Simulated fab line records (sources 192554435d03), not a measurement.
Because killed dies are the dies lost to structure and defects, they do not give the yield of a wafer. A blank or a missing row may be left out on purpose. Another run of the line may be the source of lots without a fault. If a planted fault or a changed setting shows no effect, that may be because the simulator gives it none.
Chamber matching -- flow n5_finfet -- N5_BEOL_M0_SAQP_STRIP_75 on rie_diel-06 has 4 sister chambers
The step strips in CF4. 4 wafers are shown with their chamber, then 11 later ones without.

WAFERS, EACH WITH ITS CHAMBER
wafer,chamber,drypump_motor_current_A (A)
L083.5,1,5.4
L090.1,0,5.9
L090.5,3,5.2
L091.2,2,6.1

WAFERS MISSING THEIR CHAMBER
wafer,drypump_motor_current_A (A)
L091.3,5.2
L091.5,6.1
L093.1,6.2
L093.2,5.9
L093.6,5.4
L094.3,5.9
L094.4,6.2
L094.6,5.2
L095.1,5.2
L095.5,5.4
L095.6,6.2

CHAMBER TAKEN BY EACH
wafer,from the rows above,in truth
L091.3,3,3
L091.5,2,2
L093.1,2,2
L093.2,0,0
L093.6,1,1
L094.3,0,0
L094.4,2,2
L094.6,3,3
L095.1,3,3
L095.5,1,1
L095.6,2,2
Correct placement for 11 of the 11. Left unplaced by these rows: 0. Placed wrongly: 0.
How it was worked out, from the rows above alone: a wafer's distance from a chamber is the root of the sum, over the readings, of the square of ((its reading less the chamber's mean) divided by the reading's scatter). If the next closest chamber is less than 2 further off than the closest, the wafer can't be placed; otherwise it belongs to the closest. For every chamber, the mean is computed from those of its wafers that are shown. The scatter (one wafer shown for each chamber): square how far every hidden wafer sits from the nearest shown wafer, average those squares and take the square root.
